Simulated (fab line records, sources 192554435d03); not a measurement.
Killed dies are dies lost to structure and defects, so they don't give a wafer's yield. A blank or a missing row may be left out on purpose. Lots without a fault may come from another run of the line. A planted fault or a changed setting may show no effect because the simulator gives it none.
Split-lot experiment | flow n5_finfet | 7 lots, 21 wafers read, on a route of 1938 steps

THE SPLIT
At N5_BEOL_M6_HM_DEP_02 (deposits TiN, target thk 20 nm), the setting target_thk_a was moved away from the recipe's 200 angstrom on 4 of the 21 wafers read, by -8.8% to +9.1%. The other wafers ran this setting at the recipe's value.

FROM THE SPLIT TO THE READING: what the file shows between them, 4 steps
- N5_BEOL_M6_COAT_59: time 60 s, resist thk 100 nm
- N5_BEOL_M6_COAT_60: time 60 s, resist thk 35 nm
- N5_BEOL_M6_STRIP_68: strips in N2/H2
- N5_BEOL_M6_STRIP_67: strips in CF4

THE READING
etch.depth_nm (the simulator's own value, which no gauge read), in nm, at N5_BEOL_M6_HM_OPEN_17 (chemistry Cl2/BCl3, target TiN, target depth 20 nm, overetch 6 nm). The file gives no usual value for it. The 17 wafers here that ran the recipe average 19.98 nm, standard deviation 0.27 nm.

wafer  | tool, chamber at the split | target_thk_a as run, angstrom | against the recipe | etch.depth_nm, nm | against lot-mates on the recipe
L082.2 | pvd_sputter-03, -          | 200                           | recipe             | 20.14             | -
L082.3 | pvd_sputter-03, -          | 182.5                         | -8.8%              | 18.64             | -1.57
L082.5 | pvd_sputter-03, -          | 200                           | recipe             | 20.29             | -
L083.4 | pvd_sputter-01, -          | 200                           | recipe             | 19.86             | -
L083.5 | pvd_sputter-01, -          | 200                           | recipe             | 19.74             | -
L083.6 | pvd_sputter-01, -          | 200                           | recipe             | 20.34             | -
L084.2 | pvd_sputter-03, -          | 218.1                         | +9.1%              | 21.54             | +1.60
L084.4 | pvd_sputter-03, -          | 218.1                         | +9.1%              | 21.6              | +1.66
L084.5 | pvd_sputter-03, -          | 200                           | recipe             | 19.94             | -
L085.2 | pvd_sputter-02, -          | 200                           | recipe             | 19.98             | -
L085.3 | pvd_sputter-02, -          | 200                           | recipe             | 19.62             | -
L085.5 | pvd_sputter-02, -          | 200                           | recipe             | 20                | -
L088.1 | pvd_sputter-03, -          | 200                           | recipe             | 20.04             | -
L088.2 | pvd_sputter-03, -          | 200                           | recipe             | 19.33             | -
L088.5 | pvd_sputter-03, -          | 200                           | recipe             | 19.77             | -
L093.1 | pvd_sputter-02, -          | 200                           | recipe             | 19.9              | -
L093.3 | pvd_sputter-02, -          | 211.2                         | +5.6%              | 20.97             | +1.09
L093.4 | pvd_sputter-02, -          | 200                           | recipe             | 19.85             | -
L096.1 | pvd_sputter-01, -          | 200                           | recipe             | 20.25             | -
L096.3 | pvd_sputter-01, -          | 200                           | recipe             | 20.23             | -
L096.4 | pvd_sputter-01, -          | 200                           | recipe             | 20.34             | -

THE FIT
A straight line over all 21 wafers: etch.depth_nm changes by +0.169 nm for each +1% of target_thk_a; r = +0.93; the points scatter about the line by 0.26 nm.
The same after taking each lot's own level away (the mean of its wafers on the recipe; 21 wafers): +0.182 nm for each +1%; r = +0.97; scatter 0.17 nm.
On that fit, the largest move of target_thk_a shifts the reading by 1.6 nm.
The lots' own levels span 19.713 to 20.273 nm, that is 2.1 times the standard deviation above.
So the lot-to-lot level changes the slope little: the two slopes agree.
Check: with one of the wafers moved furthest among these (+9.1%) left out of the fit, the line predicts +1.67 nm for it against its lot-mates. It came out at +1.6 nm against them.

OTHER SPLITS ON THESE WAFERS
These wafers also went through other splits before the reading. Each is held against what the fit with the lots' levels taken away leaves over:
other split on the same wafers | wafers away from the commonest value | r with etch.depth_nm (lot level and that fit taken away)
N5_BEOL_M5_ETCH_41 source_w    | 7                                    | +0.20
N5_BEOL_M6_ILD_DEP_00 time_s   | 6                                    | -0.09

THE WHOLE CHAIN: every reading that the file lists as answering this split, in the file's order
step                  | what it does                                                      | reading                                                                          | change (the file's fit)               | r (the file's)
N5_BEOL_M6_HM_DEP_02  | deposits TiN, target thk 20 nm                                    | TiN_of_BEOL_M6_HM_DEP_02.thk_nm (the simulator's own value, which no gauge read) | +0.185 nm for each +1% of the setting | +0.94
N5_BEOL_M6_HM_OPEN_17 | chemistry Cl2/BCl3, target TiN, target depth 20 nm, overetch 6 nm | etch.depth_nm (the simulator's own value, which no gauge read)                   | +0.183 nm for each +1% of the setting | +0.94

THE FILE'S OWN FIT
etch.depth_nm changes by +0.183 nm for each +1% of target_thk_a, r = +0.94.
